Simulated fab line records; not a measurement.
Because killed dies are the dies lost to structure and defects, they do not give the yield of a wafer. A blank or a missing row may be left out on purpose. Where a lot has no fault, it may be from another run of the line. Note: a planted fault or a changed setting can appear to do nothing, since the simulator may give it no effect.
Split-lot study | flow n5_finfet | on a route of 1938 steps: 7 lots, 21 wafers read

## THE SPLIT
At N5_SDB_COAT_03 (time 60 s, resist thk 100 nm), the setting spin_rpm was moved away from the recipe's 1500 rpm on 8 of the 21 wafers read, by -7.9% to +11.1%. For the rest of the wafers, this setting stayed at what the recipe calls for.

## FROM THE SPLIT TO THE READING: what the file shows between them, 7 steps
- N5_SDB_COAT_04: time 60 s, resist thk 18 nm
- N5_SDB_COAT_05: resist thk 90 nm
- N5_SDB_DESCUM_16: chemistry O2, time 7.9 s
- N5_SDB_ETCH_17: etches SiARC in CF4, target depth 23.4 nm, time 39 s
- N5_SDB_ETCH_18: etches SOC in N2/H2, target depth 100 nm, overetch 20 nm, time 150 s
- N5_SDB_STRIP_19: strips in N2/H2
- N5_SDB_STRIP_21: strips in CF4

## THE READING
SOC_of_SDB_COAT_03.thk_nm (the simulator's own value, which no gauge read), in nm, at N5_SDB_HM_OPEN_20 (chemistry CH3F/O2, target SiNx, stops on poly-Si, target depth 24 nm). There is no usual value for it anywhere in the file. Here, 13 wafers ran the recipe; their average is 84.2 nm with a standard deviation of 0.21 nm.

wafer  | tool, chamber at the split | spin_rpm as run, rpm | against the recipe | SOC_of_SDB_COAT_03.thk_nm, nm | against lot-mates on the recipe
L074.1 | litho_track-04, 0          | 1500                 | recipe             | 84.4                          | -
L074.3 | litho_track-04, 0          | 1382                 | -7.9%              | 88.2                          | +3.8
L074.4 | litho_track-04, 0          | 1382                 | -7.9%              | 88.2                          | +3.8
L076.1 | litho_track-03, 0          | 1500                 | recipe             | 84.6                          | -
L076.2 | litho_track-03, 0          | 1500                 | recipe             | 84.2                          | -
L076.5 | litho_track-03, 0          | 1500                 | recipe             | 84.4                          | -
L077.1 | litho_track-03, 0          | 1500                 | recipe             | 84.4                          | -
L077.4 | litho_track-03, 0          | 1667                 | +11.1%             | 79                            | -5.3
L077.5 | litho_track-03, 0          | 1500                 | recipe             | 84.2                          | -
L079.2 | litho_track-03, 0          | 1500                 | recipe             | 84.4                          | -
L079.3 | litho_track-03, 0          | 1614                 | +7.6%              | 80.4                          | -4.0
L079.6 | litho_track-03, 0          | 1614                 | +7.6%              | 80.4                          | -4.0
L084.1 | litho_track-04, 0          | 1500                 | recipe             | 84                            | -
L084.3 | litho_track-04, 0          | 1500                 | recipe             | 84                            | -
L084.4 | litho_track-04, 0          | 1500                 | recipe             | 84                            | -
L090.1 | litho_track-03, 0          | 1570                 | +4.7%              | 82.2                          | -1.8
L090.2 | litho_track-03, 0          | 1500                 | recipe             | 84.2                          | -
L090.6 | litho_track-03, 0          | 1500                 | recipe             | 83.8                          | -
L091.1 | litho_track-04, 0          | 1407                 | -6.2%              | 87.2                          | +3.0
L091.3 | litho_track-04, 0          | 1500                 | recipe             | 84.2                          | -
L091.6 | litho_track-04, 0          | 1407                 | -6.2%              | 87                            | +2.8

FIT RESULTS
A straight line over all 21 wafers: SOC_of_SDB_COAT_03.thk_nm changes by -0.485 nm for each +1% of spin_rpm; r = -1.00; the points scatter about the line by 0.21 nm.
The same after taking each lot's own level away (the mean of its wafers on the recipe; 21 wafers): -0.485 nm for each +1%; r = -1.00; scatter 0.18 nm.
On that fit, the largest move of spin_rpm shifts the reading by 5.4 nm.
The lots' own levels span 84.00 to 84.40 nm, that is 1.9 times the standard deviation above.
The two slopes are in agreement: the lot-to-lot level therefore moves the slope only a little.
Check: for one of the wafers moved furthest among these (+11.1%), held out of the fit, the line's prediction against its lot-mates is -5.46 nm. Against them it came out at -5.3 nm.

## OTHER SPLITS ON THESE WAFERS
These wafers also went through other splits before the reading. Each is held against what the fit with the lots' levels taken away leaves over:
other split on the same wafers       | wafers away from the commonest value | r with SOC_of_SDB_COAT_03.thk_nm (lot level and that fit taken away)
N5_SD_EPI_N_EPI_21 epi_growth_time_s | 6                                    | -0.35
N5_ILD0_CMP_12 down_force_psi        | 9                                    | +0.10

## THE WHOLE CHAIN: every reading that the file lists as answering this split, in the file's order
step              | what it does                                                         | reading                                                                    | change (the file's fit)               | r (the file's)
N5_SDB_COAT_03    | time 60 s, resist thk 100 nm                                         | SOC_of_SDB_COAT_03.thk_nm (the simulator's own value, which no gauge read) | -0.492 nm for each +1% of the setting | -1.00
N5_SDB_ETCH_18    | etches SOC in N2/H2, target depth 100 nm, overetch 20 nm, time 150 s | etch.depth_nm (the simulator's own value, which no gauge read)             | -0.481 nm for each +1% of the setting | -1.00
N5_SDB_HM_OPEN_20 | chemistry CH3F/O2, target SiNx, stops on poly-Si, target depth 24 nm | SOC_of_SDB_COAT_03.thk_nm (the simulator's own value, which no gauge read) | -0.48 nm for each +1% of the setting  | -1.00
N5_SDB_STRIP_22   | strips in N2/H2                                                      | strip_time_to_endpoint_s                                                   | withheld for each +1% of the setting  | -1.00

## THE FILE'S OWN FIT
SOC_of_SDB_COAT_03.thk_nm changes by -0.48 nm for each +1% of spin_rpm, r = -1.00.
